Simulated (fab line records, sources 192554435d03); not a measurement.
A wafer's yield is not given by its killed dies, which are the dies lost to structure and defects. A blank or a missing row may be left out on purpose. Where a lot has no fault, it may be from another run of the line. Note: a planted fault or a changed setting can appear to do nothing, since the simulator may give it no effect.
Matching of chambers :: flow n5Finfet :: N5_SDB_DESCUM_16 on rieDiel-06 has 4 sister chambers
The step chemistry O2, time 7.9 s. 4 wafers are shown with their chamber, then 12 later ones without.

== WAFERS WITH THEIR CHAMBER ==
wafer: L087.3
chamber: 3
throttleValvePct (%): 20.14

wafer: L088.1
chamber: 1
throttleValvePct (%): 20.53

wafer: L088.2
chamber: 0
throttleValvePct (%): 20.61

wafer: L088.4
chamber: 2
throttleValvePct (%): 20.57

== WAFERS MISSING THEIR CHAMBER ==
wafer: L093.4
throttleValvePct (%): 20.63

wafer: L093.5
throttleValvePct (%): 20.18

wafer: L093.6
throttleValvePct (%): 20.64

wafer: L095.1
throttleValvePct (%): 20.19

wafer: L095.4
throttleValvePct (%): 20.56

wafer: L095.5
throttleValvePct (%): 20.19

wafer: L096.1
throttleValvePct (%): 20.18

wafer: L096.2
throttleValvePct (%): 20.57

wafer: L096.6
throttleValvePct (%): 20.18

wafer: L097.1
throttleValvePct (%): 20.57

wafer: L097.3
throttleValvePct (%): 20.64

wafer: L097.5
throttleValvePct (%): 20.19

== WHICH CHAMBER EACH ONE RAN IN ==
wafer: L093.4
from the rows above: can't be placed: 0 or 2
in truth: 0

wafer: L093.5
from the rows above: 3
in truth: 3

wafer: L093.6
from the rows above: can't be placed: 0 or 2
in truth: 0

wafer: L095.1
from the rows above: 3
in truth: 3

wafer: L095.4
from the rows above: can't be placed: 2 or 1 or 0
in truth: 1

wafer: L095.5
from the rows above: 3
in truth: 3

wafer: L096.1
from the rows above: 3
in truth: 3

wafer: L096.2
from the rows above: can't be placed: 2 or 0 or 1
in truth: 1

wafer: L096.6
from the rows above: 3
in truth: 3

wafer: L097.1
from the rows above: can't be placed: 2 or 0 or 1
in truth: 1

wafer: L097.3
from the rows above: can't be placed: 0 or 2
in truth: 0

wafer: L097.5
from the rows above: 3
in truth: 3
6 of 12 placed correctly. From these rows, 6 cannot be placed; in 6 the true chamber is one of the candidates. Placed wrongly: 0.
How it was worked out, from the rows above alone: a wafer's distance from a chamber is the root of the sum, over the readings, of the square of ((its reading less the chamber's mean) divided by the reading's scatter). If the next closest chamber is less than 2 further off than the closest, the wafer can't be placed; otherwise it belongs to the closest. Each chamber's mean is taken over the wafers shown for it. The scatter: with one shown wafer a chamber, the root of the mean of the squares of how far each hidden wafer lies from its nearest shown one.
